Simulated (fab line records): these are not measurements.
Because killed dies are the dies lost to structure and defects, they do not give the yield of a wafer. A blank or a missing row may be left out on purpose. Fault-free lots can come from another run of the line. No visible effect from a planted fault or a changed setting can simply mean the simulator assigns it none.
A struck lot beside a sound one	flow nand-harc	17 out of 1159 route steps
Sound: wafers L158.2, L158.3, L158.5. Wafers struck: L166.1, L166.3, L166.6. The cause is given at the end.
Each step with rows lists, per side, the tool, then ch with its chambers, then its first start. Under that, the readings that differ: sound wafers	struck wafers	difference of the means	sigmas: that difference in standard deviations of wafers without a fault.
alike: a reading whose means differ by less than 2 such deviations, as well as words and numbers matching on both sides. not compared: withheld readings; readings where some wafer has no value; bounds like >300 that might hide an equal value; numbers whose values overlap and for which the record gives no deviation.
Wherever a step has rows on one side only, a row that says differs or no value, or a row with sigmas, the two part there. Numbers that don't overlap but have no deviation are shown without sigmas and don't part them. Lack of a reading on every wafer of one side parts them only where that side has two or more wafers.

first, 1 step without rows for these wafers: NHARC_P_GATE_HARDBAKE_47 (time 80 s).
NHARC_P_GATE_DESCUM_48: chemistry O2, time 3 s.
  sound on rie-diel-04 ch 2,3, day 7 11:47; struck on rie-diel-02 ch 1,3, day 9 19:47
  alike: drypump-motor-current-A, oes-product-au, rf-vpp-V, showerhead-plenum-p-Torr, throttle-valve-pct
  not compared: rf-hours-counter-h
after that, 1 step had no rows for these wafers: NHARC_P_GATE_IMPLANT_49.
NHARC_P_GATE_STRIP_111: strips in N2/H2, time 250 s.
  sound on plasma-asher-01 ch 0,1, day 7 12:23; struck on plasma-asher-01 ch 0,1, day 9 20:13
  alike: drypump-motor-current-A, heater-power-w
  not compared: rf-hours-counter-h
NHARC_P_GATE_STRIP_75: strips in O2.
  sound on plasma-asher-01 ch 0,1, day 7 12:40; struck on plasma-asher-01 ch 0,1, day 9 20:31
  alike: drypump-motor-current-A, heater-power-w
  not compared: rf-hours-counter-h
then, 7 steps without rows for these wafers: NHARC_P_GATE_STRIP_50 (strips in SPM, time 900 s); NHARC_P_GATE_DEHYDRATE_51 (time 120 s); NHARC_P_GATE_HMDS_52 (time 30 s); NHARC_P_GATE_COAT_53; NHARC_P_GATE_SOFTBAKE_54 (time 95 s); NHARC_P_GATE_EBR_55; NHARC_P_GATE_EXPOSE_56 (exposes mask P PSD, target cd 720 nm).
NHARC_P_GATE_PEB_57: peb time 85 s.
  sound on litho-track-02 ch 0, day 7 13:29; struck on litho-track-05 ch 0, day 9 21:13
reading	sound	struck	difference	sigmas
heater-power-total-W (W)	163.68 163.75 164.08	133.42 133.14 133.31	-30.55	-99 or more
plate-temp-C (C)	117.96 117.99 118.22	101.37 101.30 101.34	-16.72	-99 or more
  alike: exhaust-pa
then, 1 step without rows for these wafers: NHARC_P_GATE_DEVELOP_58 (time 70 s).
NHARC_P_GATE_CD_MEAS_59: target cd 720 nm.
  sound on cd-sem-02 ch 0, day 7 13:35; struck on cd-sem-02 ch 0, day 9 21:19
reading	sound	struck	difference	sigmas
cd-nm (nm)	719.7 719.0 718.8	652.5 651.2 648.6	-68.4	-34
then, 1 step without rows for these wafers: NHARC_P_GATE_HARDBAKE_60 (time 80 s).
-- record jumps: 14 days between struck wafers' starts before vs after; left off in module P_GATE, resumes in module END, first step shown is number 1159 of the route --
NHARC_END_SORT_01:
  only the struck wafers appear in the record here, on prober-02 ch 0 at day 24 02:07; the sound ones have no rows

## WHERE THEY PART
At NHARC_P_GATE_PEB_57 first; at NHARC_END_SORT_01 last (within this record only).

WHY: what the simulator had put in
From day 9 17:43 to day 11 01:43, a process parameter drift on litho-track-05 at NHARC_P_GATE_PEB_57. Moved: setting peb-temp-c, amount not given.
